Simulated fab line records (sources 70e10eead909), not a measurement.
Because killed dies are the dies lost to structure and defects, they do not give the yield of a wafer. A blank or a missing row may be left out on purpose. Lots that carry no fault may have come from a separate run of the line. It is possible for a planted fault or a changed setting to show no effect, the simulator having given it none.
Matching of chambers || flow nand_harc || NHARC_A_M0_PRE_CLEAN_31 on pecvd-02 has 3 sister chambers
The step time 12 s. 3 wafers are shown with their chamber, then 7 later ones without.

WAFERS PAIRED WITH THEIR CHAMBERS
{"wafer": "L075.5", "chamber": 0, "heater_power_w (W)": 616}
{"wafer": "L080.1", "chamber": 2, "heater_power_w (W)": 679}
{"wafer": "L080.2", "chamber": 1, "heater_power_w (W)": 622}

WAFERS WITH NO CHAMBER GIVEN
{"wafer": "L080.3", "heater_power_w (W)": 631}
{"wafer": "L087.4", "heater_power_w (W)": 627}
{"wafer": "L087.5", "heater_power_w (W)": 734}
{"wafer": "L087.6", "heater_power_w (W)": 544}
{"wafer": "L096.2", "heater_power_w (W)": 672}
{"wafer": "L096.3", "heater_power_w (W)": 606}
{"wafer": "L096.5", "heater_power_w (W)": 779}

CHAMBER TAKEN BY EACH
{"wafer": "L080.3", "from the rows above": "can't be placed: 1 or 0 or 2", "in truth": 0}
{"wafer": "L087.4", "from the rows above": "can't be placed: 1 or 0 or 2", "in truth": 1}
{"wafer": "L087.5", "from the rows above": "can't be placed: 2 or 1 or 0", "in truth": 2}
{"wafer": "L087.6", "from the rows above": "can't be placed: 0 or 1 or 2", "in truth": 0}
{"wafer": "L096.2", "from the rows above": "can't be placed: 2 or 1 or 0", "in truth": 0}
{"wafer": "L096.3", "from the rows above": "can't be placed: 0 or 1 or 2", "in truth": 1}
{"wafer": "L096.5", "from the rows above": "can't be placed: 2 or 1 or 0", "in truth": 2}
Correctly placed: 0 of 7. Can't be placed from these rows: 7 (the true chamber is among the candidates in 7). Wrongly placed: 0.
How it was worked out, from the rows above alone: a wafer's distance from a chamber is the root of the sum, over the readings, of the square of ((its reading less the chamber's mean) divided by the reading's scatter). If the next closest chamber is less than 2 further off than the closest, the wafer can't be placed; otherwise it belongs to the closest. For every chamber, the mean is computed from those of its wafers that are shown. The scatter: with one shown wafer a chamber, the root of the mean of the squares of how far each hidden wafer lies from its nearest shown one.
